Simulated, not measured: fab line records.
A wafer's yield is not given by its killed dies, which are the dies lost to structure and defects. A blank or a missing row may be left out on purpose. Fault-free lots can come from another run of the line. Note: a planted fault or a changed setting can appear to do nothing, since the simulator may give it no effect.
Which of the tools did it? ; flow n5-finfet ; 23 lots (69 wafers sampled), 1 step of a 1938-step route

WHAT EACH GAUGE READ, for each wafer
N5_GATE_CUT_CD_MEAS_13 targets a cd of 20 nm. Usual: cd-nm at 20.04 nm, with a standard deviation of 0.3.
lot;measured;on;cd-nm (nm);flag
L074;day 4 12:04;cd-sem-03;20.06 20.62 20.08;
L075;day 4 15:57;cd-sem-03;19.98 20.15 19.99;
L076;day 5 02:12;cd-sem-01;19.44 20.05 20.14;
L077;day 5 04:14;cd-sem-02;20.62 20.26 19.96;
L078;day 5 12:25;cd-sem-02;20.58 20.19 20.02;
L079;day 5 16:17;cd-sem-02;19.91 19.92 19.65;
L080;day 5 21:50;cd-sem-01;20.26 19.75 19.66;
L081;day 6 06:24;cd-sem-02;19.98 19.96 19.98;
L082;day 6 20:13;cd-sem-01;19.57 20.02 19.95;
L083;day 6 22:59;cd-sem-01;19.98 19.99 19.84;
L084;day 7 02:53;cd-sem-01;19.75 19.47 19.76;
L085;day 7 05:14;cd-sem-01;20.06 20.01 19.79;
L086;day 7 15:16;cd-sem-03;20.05 20.18 20.29;
L087;day 7 20:39;cd-sem-02;20.03 20.21 20.17;
L088;day 7 22:04;cd-sem-03;20.12 20.17 20.08;
L089;day 8 05:11;cd-sem-02;20.19 20.09 20.51;
L091;day 8 17:50;cd-sem-03;20.09 19.67 19.90;
L092;day 9 01:42;cd-sem-01;19.96 20.30 19.76;
L093;day 9 06:00;cd-sem-02;19.67 20.06 20.02;
L094;day 9 13:03;cd-sem-03;20.40 20.10 19.86;
L095;day 9 17:32;cd-sem-03;20.30 20.29 19.83;
L096;day 10 02:32;cd-sem-03;20.00 19.97 20.01;
L097;day 10 04:21;cd-sem-03;19.88 20.17 20.28;

WHAT TOOL EACH LOT RAN ON (gives the tool, then ch and the chambers of the sampled wafers, and finally the start)
There is no process step in the record ahead of these readings.

WHAT THE TOOLS THEMSELVES READ (means of the sampled wafers that have a number; where no wafer has one, the mark that the record gives instead)
The record holds no such reading with a usual standard deviation.

THE ANSWER, worked out from the rows above alone
Rule: take the mean of a lot's wafers that have a number; if it is more than 3 standard deviations from the usual mean, the lot is off. Also off: a lot with no number at a reading for which 4 or more lots have one. The other lots that the step has rows for count as sound. After the gauges, taken in route order, come the tools' own readings; for these a lot's mean is taken, as printed above. The first step at which some lot is off is used, and at that step the reading that is off furthest; a lot without a number counts as furthest.
No lot is off on any of the readings shown, so nothing can be concluded from this.

WHAT THE SIMULATOR HAD INSERTED
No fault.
